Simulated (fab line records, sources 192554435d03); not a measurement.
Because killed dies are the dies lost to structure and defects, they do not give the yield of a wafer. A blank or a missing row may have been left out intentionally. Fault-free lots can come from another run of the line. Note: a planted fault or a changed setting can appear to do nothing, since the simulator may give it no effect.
Chamber matching | flow n5Finfet | 4 sister chambers for N5_BEOL_M13_DESCUM_15 on rieDiel-01
The step chemistry O2, time 7.9 s. 14 wafers are shown with their chamber, then 7 later ones without.

WAFERS WITH THEIR CHAMBER
wafer  | chamber | showerheadPlenumPTorr (Torr) | throttleValvePct (%) | oesProductAu (a.u.)
L078.2 | 2       | 2.12                         | 20.41                | 0.81
L078.4 | 1       | 2.07                         | 20.15                | 0.74
L078.6 | 0       | 1.99                         | 20.09                | 0.72
L074.2 | 2       | 2.11                         | 20.41                | 0.78
L074.4 | 0       | 1.98                         | 20.11                | 0.70
L074.5 | 0       | 1.98                         | 20.14                | 0.70
L086.2 | 2       | 2.11                         | 20.44                | 0.78
L086.3 | 3       | 2.10                         | 20.21                | 0.82
L086.4 | 0       | 1.98                         | 20.16                | 0.69
L090.2 | 0       | 1.98                         | 20.14                | 0.69
L090.5 | 1       | 2.06                         | 20.19                | 0.71
L090.6 | 2       | 2.11                         | 20.43                | 0.79
L089.2 | 1       | 2.06                         | 20.19                | 0.71
L089.4 | 0       | 1.97                         | 20.15                | 0.68

SIGNATURES (averages over the wafers above)
reading               | chamber 0 | chamber 1 | chamber 2 | chamber 3 | scatter within a chamber
showerheadPlenumPTorr | 1.9800    | 2.0633    | 2.1125    | 2.1000    | 0.00585
throttleValvePct      | 20.1317   | 20.1767   | 20.4225   | 20.2100   | 0.0229
oesProductAu          | 0.6967    | 0.7200    | 0.7900    | 0.8200    | 0.0146
Rule: for each reading, subtract the chamber's mean from the wafer's reading, divide by that reading's scatter and square the result; add these up over the readings and take the root, which gives the wafer's distance from the chamber. The wafer belongs to the nearest chamber; if the next one is less than 2 further off, it can't be placed. The scatter: take each reading less its chamber's mean, square it, sum over the shown wafers, divide by the number of wafers less the number of chambers, and take the root.

WAFERS WHOSE CHAMBER IS MISSING
wafer  | showerheadPlenumPTorr (Torr) | throttleValvePct (%) | oesProductAu (a.u.)
L089.5 | 1.98                         | 20.16                | 0.69
L095.4 | 2.06                         | 20.21                | 0.71
L095.5 | 1.97                         | 20.16                | 0.68
L095.6 | 2.06                         | 20.20                | 0.71
L097.1 | 2.10                         | 20.24                | 0.80
L097.4 | 1.97                         | 20.18                | 0.68
L097.6 | 2.10                         | 20.45                | 0.77

THE CHAMBER EACH PASSED THROUGH
wafer  | from the rows above | in truth
L089.5 | 0                   | 0
L095.4 | 1                   | 1
L095.5 | 0                   | 0
L095.6 | 1                   | 1
L097.1 | 3                   | 3
L097.4 | 0                   | 0
L097.6 | 2                   | 2
Correct placement for 7 of the 7. Not placeable from these rows: 0. Placed wrongly: 0.
